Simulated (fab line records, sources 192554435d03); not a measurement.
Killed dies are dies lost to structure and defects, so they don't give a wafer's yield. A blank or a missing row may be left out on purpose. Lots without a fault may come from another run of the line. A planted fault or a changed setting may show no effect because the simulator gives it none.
Problem report in the 8D (eight disciplines) form, filled by code | flow n5_finfet | the parts of the form that need people (team, actions taken, sign-off) are left out

1. THE PROBLEM
run_length_s at N5_FIN_CUT_CUT_ETCH_26 reads a mean of 82.1 s on 3 wafers of 2 lots; wafers without a fault read 79.2 s with a standard deviation of 0.53. That is +5.5 standard deviations from the usual mean.
The step: etches SiNx in CH3F/O2, target depth 39 nm, time 55.7 s.
First seen on wafer L234.4, day 5 05:17, on rie_diel-04. The record holds 33 wafers of 11 lots with a number at this step. Rule for "out", or "out of limits": more than 4 standard deviations from the usual mean. The other wafers with a number count as sound.

2. WHAT IT IS AND WHAT IT IS NOT
question                    | is                     | is not
which readings at this step | run_length_s           | drypump_motor_current_A, oes_product_au, rf_vpp_V, showerhead_plenum_p_Torr, throttle_valve_pct
which lots                  | L234, L235             | L222, L224, L225, L227, L229, L232, L242, L243, L245
which wafers of those lots  | L234.4, L234.6, L235.1 | L234.5, L235.3, L235.5
read on which tools         | rie_diel-04            | rie_diel-02, rie_diel-05
when                        | from day 5 05:17       | up to then (19 sound wafers); but 11 sound wafers of L235, L242, L243, L245 came after

3. SUSPECTS, AND WHAT RULES EACH OUT
Counting: a tool at a process step up to the reading stays a suspect if it ran every lot that is out. Sound lots after the first of them don't rule it out here, since some wafers of a struck lot are sound.
- rie_diel-04 at N5_FIN_CUT_ETCH_30 (etches underlayer in N2/H2, target depth 13 nm, time 10.4 s): kept. It ran every lot that is out, first L234 (day 5 04:53); its last sound lot up to then is L232 (day 4 18:15).
- rie_diel-04 at N5_FIN_CUT_CUT_ETCH_26 (etches SiNx in CH3F/O2, target depth 39 nm, time 55.7 s): kept. It ran every lot that is out, first L234 (day 5 05:17); its last sound lot up to then is L232 (day 4 18:39). Its own readings are out on those wafers: run_length_s.
Left after counting: rie_diel-04 at N5_FIN_CUT_ETCH_30, rie_diel-04 at N5_FIN_CUT_CUT_ETCH_26.

4. THE CAUSE (what the simulator had put in)
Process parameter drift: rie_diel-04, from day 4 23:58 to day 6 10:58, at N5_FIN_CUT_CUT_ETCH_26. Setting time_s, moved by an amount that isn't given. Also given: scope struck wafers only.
Counting left 2 suspects, and this tool is among them.

5. THE CHAIN OF EFFECTS, in route order
Each row: a reading whose mean over the struck wafers that have a number lies more than 3 standard deviations from the usual. Only readings for which the record gives a usual standard deviation are gone through. hours: the time from each lot's start at the first step in this table that gives one to its start at this step, as a median over the lots. sigmas: the change in usual standard deviations.
hours | step                   | reading      | usual  | on struck wafers | change | sigmas
0     | N5_FIN_CUT_CUT_ETCH_26 | run_length_s | 79.2 s | 82.1             | +2.9   | +5.5
The process steps in it:
- N5_FIN_CUT_CUT_ETCH_26: etches SiNx in CH3F/O2, target depth 39 nm, time 55.7 s.

6. WHAT WOULD HAVE CAUGHT IT SOONER
In this record the first reading out of limits was taken at day 5 05:17, 5 hours after the fault began at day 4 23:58.
